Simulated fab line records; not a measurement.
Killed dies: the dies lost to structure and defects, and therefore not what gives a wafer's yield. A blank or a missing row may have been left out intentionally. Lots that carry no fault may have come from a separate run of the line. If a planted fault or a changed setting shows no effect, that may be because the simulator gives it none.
The same fault as seen by 2 desks    flow n5 finfet    numbers are kept per desk, each desk with only its own; the story behind them comes last

THE DEFECT DESK
Counts from the inspections along the route, per lot, as means over the sampled wafers that have a number. Marked OUT: a lot whose mean sits more than 4 standard deviations from the usual mean, which makes it out of limits; the brackets give that distance.
Columns: A = raw defect count at N5_BEOL_M1_INSPECT_59, usual 67
lot   first seen here  A
L690  day 6 09:38      73
L692  day 7 07:03      58
L693  day 7 08:12      70
L696  day 8 05:34      53
L700  day 8 23:53      102
L702  day 9 16:42      38
L703  day 9 18:21      68
L708  day 11 03:28     69
L710  day 11 06:02     56
L709  day 11 08:00     51
Finding of this desk: none of the 10 lots has anything out of limits.

METROLOGY DESK
Means of the sampled wafers that have a number, per lot and without regard to the tool the lot ran on: this is what the gauges read. Marked OUT: a lot whose mean sits more than 4 standard deviations from the usual mean, which makes it out of limits; the brackets give that distance. Shown are 7 of the 12 readings it has, namely the first that went out of limits plus those furthest out on some lot.
Columns: A = V1_OVL at N5_BEOL_M2_OVL_MEAS_29, usual 0.1 nm; B = DIBL_N at N5_BEOL_M4_RC_MEAS_101, usual 36.3 mV/V; C = DIBL_P at N5_BEOL_M4_RC_MEAS_101, usual 36.1 mV/V; D = IOFF_N at N5_BEOL_M4_RC_MEAS_101, usual 0.161 nA/um; E = ION_P at N5_BEOL_M4_RC_MEAS_101, usual 462 uA/um; F = VT_N at N5_BEOL_M4_RC_MEAS_101, usual 249.1 mV; G = VT_P at N5_BEOL_M4_RC_MEAS_101, usual -249.9 mV
lot   first seen here  A               B     C     D      E    F      G
L690  day 6 11:45      -0.6            35.7  35.0  0.145  456  248.1  -253.5
L692  day 7 09:23      0.8             37.1  35.3  0.166  463  249.6  -248.4
L693  day 7 11:56      -0.7            35.0  34.0  0.132  461  252.3  -251.3
L696  day 8 09:01      -0.5            37.0  37.0  0.181  461  248.6  -248.4
L700  day 9 03:38      0.6             36.5  36.7  0.160  462  248.1  -248.9
L702  day 9 20:31      -0.5            36.4  35.7  0.157  469  247.0  -244.3
L703  day 9 20:56      5.4 (+8.0) OUT  37.6  36.5  0.169  460  251.4  -249.7
L708  day 11 06:50     4.9 (+7.2) OUT  37.7  36.1  0.183  465  248.8  -248.5
L710  day 11 08:57     0.5             37.6  37.5  0.188  463  248.0  -249.1
L709  day 11 09:57     0.2             35.9  34.8  0.157  462  249.6  -248.5
Per this desk, out of limits: L703, L708; the first was L703, day 9 20:58 (V1_OVL at N5_BEOL_M2_OVL_MEAS_29). In limits: L690, L692, L693, L696, L700, L702, L710, L709.

TAKEN TOGETHER
At day 9 20:58 the metrology desk could have sounded an alarm, on L703, L708.
The defect desk saw nothing out of limits.
The defect desk has L703, L708 on record, within its limits.
Of the lots named, all ran N5_BEOL_M2_EXPOSE_25 on euv scanner-02.

WHAT THE SIMULATOR HAD INSERTED
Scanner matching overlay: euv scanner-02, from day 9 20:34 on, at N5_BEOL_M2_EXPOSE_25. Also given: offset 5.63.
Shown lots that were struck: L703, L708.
Per desk, hours elapsed from the start of the fault to the first reading out of limits: for the metrology desk, 0.
